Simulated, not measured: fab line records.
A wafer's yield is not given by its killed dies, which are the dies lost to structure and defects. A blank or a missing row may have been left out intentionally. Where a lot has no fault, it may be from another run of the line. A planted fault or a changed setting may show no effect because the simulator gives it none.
Struck lot and sound lot, side by side    flow nandHarc    15 out of 1159 route steps
Sound: wafers L139.1, L139.2, L139.4. Struck: wafers L143.2, L143.5, L143.6. Last of all comes the cause.
Order at every step that has rows: each side's tool, ch and its chambers, its first start. Under that, the readings that differ: sound wafers    struck wafers    difference of the means    sigmas: that difference in standard deviations of wafers without a fault.
alike: words and numbers the same on both sides, and readings whose means are apart by under 2 such deviations; not compared: readings that were withheld, readings missing a value for some wafer, numbers with overlapping values and no deviation given by the record, and bounds like >300 which may hide the same value.
Wherever a step has rows on one side only, a row that says differs or no value, or a row with sigmas, the two part there. When numbers do not overlap yet have no deviation, they are printed without sigmas and do not part them. A reading missing from all wafers of one side parts the sides only when that side holds two or more wafers.

first, 2 steps without rows for these wafers: NHARC_A_CONTACT_PEB_67 (peb time 65 s); NHARC_A_CONTACT_DEVELOP_68 (develop time 35 s).
NHARC_A_CONTACT_CD_MEAS_69: target cd 200 nm.
  sound on cdSem-02 ch 0, day 18 23:53; struck on cdSem-03 ch 0, day 20 01:24
  alike: cdNm
NHARC_A_CONTACT_OVL_MEAS_70:
  sound on overlay-02 at day 18 23:58; struck on overlay-01 at day 20 01:29
  alike: overlayXNm, overlayYNm
NHARC_A_CONTACT_INSPECT_71:
  sound on defectInspect-02 at day 19 00:00; struck on defectInspect-02 at day 20 01:31
  alike: rawDefectCount
NHARC_A_CONTACT_DESCUM_74: chemistry O2, time 3 s.
  sound on rieDiel-01 ch 0,1,3, day 19 00:04; struck on rieDiel-01 ch 2,3, day 20 01:35
reading              sound              struck             difference  sigmas
oesProductAu (a.u.)  1.000 1.006 1.012  0.996 0.985 0.985  -0.017      -2
  alike: drypumpMotorCurrentA, rfVppV, showerheadPlenumPTorr, throttleValvePct
  not compared: rfHoursCounterH
NHARC_A_CONTACT_ETCH_75: etches the open film in CF4, target depth 39 nm, time 65 s.
  sound on rieDiel-01 ch 0,2,3, day 19 00:09; struck on rieDiel-01 ch 2,3, day 20 01:40
reading    sound                 struck              difference  sigmas
biasW (W)  100.47 100.65 100.34  99.53 100.14 99.81  -0.66       -2
  alike: cf4FlowSccm, drypumpMotorCurrentA, oesProductAu, rfVppV, showerheadPlenumPTorr, throttleValvePct
  not compared: rfHoursCounterH
then, 3 steps without rows for these wafers: NHARC_A_CONTACT_ETCH_76 (etches the open film in N2/H2, target depth 260 nm, time 475.3 s); NHARC_A_CONTACT_ETCH_77 (etches the open film in CF4/CHF3, target depth 72.6 nm, time 36.3 s); NHARC_A_CONTACT_ETCH_78 (etches the open film in O2/COS, target depth 2800 nm, time 728 s).
NHARC_A_CONTACT_ETCH_124: etches the open film in C4F8/O2/Ar, time 140 s, target depth 700 nm.
  sound on harCapEtch-02 ch 0,1, day 19 01:14; struck on harCapEtch-03 ch 0,1, day 20 02:56
  alike: chamberPressureMTorr, oesAirLineAu
  not compared: rfHoursCounterH
NHARC_A_CONTACT_ETCH_125: etches the open film in C4F8/O2/Ar, time 155 s, target depth 956 nm.
  sound on harCapEtch-02 ch 0,1, day 19 01:26; struck on harCapEtch-03 ch 0,1, day 20 03:08
  alike: chamberPressureMTorr, oesAirLineAu
  not compared: rfHoursCounterH
NHARC_A_CONTACT_ETCH_126: etches the open film in C4F8/O2/Ar, time 155 s, target depth 956 nm.
  sound on harCapEtch-02 ch 0,1, day 19 01:35; struck on harCapEtch-03 ch 0,1, day 20 03:17
  no value came back on the struck wafers for chamberPressureMTorr (mTorr), oesAirLineAu (a.u.); on the sound wafers chamberPressureMTorr (mTorr) reads 20.019 19.984 20.002
  not compared: rfHoursCounterH
NHARC_A_CONTACT_ETCH_127: etches the open film in C4F8/O2/Ar, time 155 s, target depth 956 nm.
  sound on harCapEtch-02 ch 0,1, day 19 01:43; struck on harCapEtch-03 ch 0,1, day 20 03:25
reading                       sound                 struck                difference  sigmas
chamberPressureMTorr (mTorr)  19.957 19.955 19.991  20.030 19.993 19.984  +0.035      +2
  alike: oesAirLineAu
  not compared: rfHoursCounterH
-- jump in the record: it breaks off in module A_CONTACT and resumes in module END (first step shown: number 1159 of the route), and 3 days separate the struck wafers' starts before and after --
NHARC_END_SORT_01:
  sound on prober-02 ch 0, day 21 06:06; struck on prober-02 ch 0, day 22 18:52
reading        sound     struck       difference  sigmas
killedAtArray  33 37 26  672 674 675  +642        +67
killedDies     36 42 28  677 677 677  +642        +64
  alike: killedAtOther, killedAtPeriphery, killedOpen, killedShort

WHERE THEY PART
At NHARC_A_CONTACT_DESCUM_74 first; at NHARC_END_SORT_01 last (within this record only).

WHY: whatever the simulator had introduced
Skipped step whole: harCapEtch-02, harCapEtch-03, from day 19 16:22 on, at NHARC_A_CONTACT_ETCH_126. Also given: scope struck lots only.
